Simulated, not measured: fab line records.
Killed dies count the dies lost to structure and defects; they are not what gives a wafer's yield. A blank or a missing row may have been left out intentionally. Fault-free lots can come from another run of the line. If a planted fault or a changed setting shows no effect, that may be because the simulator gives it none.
Chamber matching :: flow nandHarc :: rieDiel-03 running NHARC_A_M1_ETCH_35: 4 sister chambers
The step etches the open film in N2/H2, target depth 40 nm, overetch 12 nm, time 43.94 s. 4 wafers are shown with their chamber, then 7 later ones without.

== WAFERS PAIRED WITH THEIR CHAMBERS ==
wafer: L947.2
chamber: 1
showerheadPlenumPTorr (Torr): 2.09

wafer: L947.6
chamber: 3
showerheadPlenumPTorr (Torr): 2.14

wafer: L955.1
chamber: 0
showerheadPlenumPTorr (Torr): 1.98

wafer: L955.2
chamber: 2
showerheadPlenumPTorr (Torr): 2.13

== WAFERS MISSING THEIR CHAMBER ==
wafer: L955.3
showerheadPlenumPTorr (Torr): 2.15

wafer: L956.1
showerheadPlenumPTorr (Torr): 2.09

wafer: L956.2
showerheadPlenumPTorr (Torr): 2.14

wafer: L956.6
showerheadPlenumPTorr (Torr): 2.09

wafer: L959.3
showerheadPlenumPTorr (Torr): 1.98

wafer: L959.4
showerheadPlenumPTorr (Torr): 1.98

wafer: L959.6
showerheadPlenumPTorr (Torr): 2.14

== THE CHAMBER EACH PASSED THROUGH ==
wafer: L955.3
from the rows above: 3
in truth: 3

wafer: L956.1
from the rows above: 1
in truth: 1

wafer: L956.2
from the rows above: 3
in truth: 3

wafer: L956.6
from the rows above: 1
in truth: 1

wafer: L959.3
from the rows above: 0
in truth: 0

wafer: L959.4
from the rows above: 0
in truth: 0

wafer: L959.6
from the rows above: 3
in truth: 3
7 of 7 placed correctly. Not placeable from these rows: 0. Placed wrongly: 0.
How it was worked out, from the rows above alone: a wafer's distance from a chamber is the root of the sum, over the readings, of the square of ((its reading less the chamber's mean) divided by the reading's scatter). The wafer belongs to the nearest chamber; if the next one is less than 2 further off, it can't be placed. A chamber's mean is the mean of its shown wafers. The scatter: root of mean squared gap, hidden wafer to nearest shown wafer, with one shown wafer a chamber.
